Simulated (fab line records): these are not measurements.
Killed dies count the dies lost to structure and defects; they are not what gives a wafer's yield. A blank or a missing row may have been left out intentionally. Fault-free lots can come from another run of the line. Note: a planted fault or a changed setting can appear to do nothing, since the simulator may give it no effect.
Struck lot and sound lot, side by side | flow n5_finfet | 35 out of 1938 route steps
Sound: the wafers L161.1, L161.3, L161.5. Struck: wafer L176.2 (left out: L176.4, L176.5 of the same lot, which were not struck); the cause appears at the end.
Order at every step that has rows: each side's tool, ch and its chambers, its first start. Under that, the readings that differ: sound wafers | struck wafers | difference of the means | sigmas: that difference in standard deviations of wafers without a fault.
alike: a reading whose means differ by less than 2 such deviations, as well as words and numbers matching on both sides. not compared: withheld readings; readings where some wafer has no value; bounds like >300 that might hide an equal value; numbers whose values overlap and for which the record gives no deviation.
A row with sigmas, a row that says differs or no value, or rows on one side alone: a step with any of these is where the two part. Numbers that don't overlap but have no deviation are shown without sigmas and don't part them. A reading missing from all wafers of one side parts the sides only when that side holds two or more wafers.

first, 9 steps without rows for these wafers: N5_BEOL_M7_COAT_22 (resist thk 30 nm); N5_BEOL_M7_EBR_24; N5_BEOL_M7_SOFTBAKE_23 (time 60 s); N5_BEOL_M7_EXPOSE_25 (exposes mask V6, target cd 40 nm); N5_BEOL_M7_PEB_26 (peb time 60 s); N5_BEOL_M7_DEVELOP_27 (develop time 30 s); N5_BEOL_M7_DESCUM_33 (chemistry O2, time 7 s); N5_BEOL_M7_ETCH_72 (etches underlayer in N2/H2, target depth 6.5 nm, time 5.2 s); N5_BEOL_M7_ETCH_65 (etches SiARC in CF4, target depth 15.6 nm, time 26 s).
N5_BEOL_M7_ETCH_66: etches SOC in N2/H2, target depth 80 nm, overetch 16 nm, time 120 s.
  sound on rie_diel-06 ch 1,2,3, day 9 13:44; struck on rie_diel-06 ch 3, day 13 04:57
  alike: chamber_pressure_mTorr, drypump_motor_current_A, oes_product_au, rf_vpp_V, showerhead_plenum_p_Torr, throttle_valve_pct
  not compared: rf_hours_counter_h
then, 24 steps without rows for these wafers: N5_BEOL_M7_STRIP_69 (strips in N2/H2); N5_BEOL_M7_STRIP_73 (strips in N2/H2); N5_BEOL_M7_VIA_ETCH_34 (etches SiCOH lowk in C4F6/O2, target depth 125.5 nm, time 50.5 s); N5_BEOL_M7_STRIP_76 (strips in C4F6/O2); N5_BEOL_M7_STRIP_36 (strips in N2/H2); N5_BEOL_M7_TRENCH_ETCH_37 (etches SiCOH lowk in C4F6/O2, target depth 93.478 nm, time 31.2 s); N5_BEOL_M7_ETCH_41 (etches SiCN in CH3F/O2, target depth 31.9 nm, time 57.8 s); N5_BEOL_M7_STRIP_80 (strips in N2/H2, time 10 s); N5_BEOL_M7_HM_STRIP_39 (strips TiN in peroxide tin strip, target depth 25 nm, time 158 s); N5_BEOL_M7_SRD_40 (time 30 s); N5_BEOL_M7_PRECLEAN_42 (cleans in residue remover, time 60 s); N5_BEOL_M7_SRD_43 (time 30 s); N5_BEOL_M7_CURE_75 (cures SiCOH lowk, time 120 s); N5_BEOL_M7_DEGAS_44 (time 60 s); N5_BEOL_M7_PRE_CLEAN_45 (time 30 s); N5_BEOL_M7_ALD_77 (deposits TaN, target thk 2 nm, pulse time 2 s, purge time 3 s); N5_BEOL_M7_SURFACE_TREAT_79; N5_BEOL_M7_CVD_78 (deposits Co from CCTBA/H2, target thk 2 nm, time 142.3 s); N5_BEOL_M7_SPUTTER_48 (material Cu, target thk 10 nm, time 1.667 s); N5_BEOL_M7_ECD_50 (material Cu, target thk 300 nm); N5_BEOL_M7_ANNEAL_51 (time 90 s); N5_BEOL_M7_CMP_52 (polishes, stops on SiCOH lowk, t overpolish 6.9 s, target thk 80 nm); N5_BEOL_M7_PRE_CLEAN_55 (time 15 s); N5_BEOL_M7_DEP_56 (deposits SiCN from 3MS/NH3, target thk 10 nm, time 17.5 s).
-- here the record skips 3 days between the struck wafers' starts before and after, leaving off in module BEOL_M7 and picking up in module PASSIVATION (first step shown: number 1936 of the route) --
N5_PASSIVATION_PROBE_49:
  record: rows for the struck wafers here (prober-02, day 16 10:05), none for the sound ones

WHERE THEY PART
Within this record, at N5_PASSIVATION_PROBE_49 only.

WHY: what had been put in by the simulator
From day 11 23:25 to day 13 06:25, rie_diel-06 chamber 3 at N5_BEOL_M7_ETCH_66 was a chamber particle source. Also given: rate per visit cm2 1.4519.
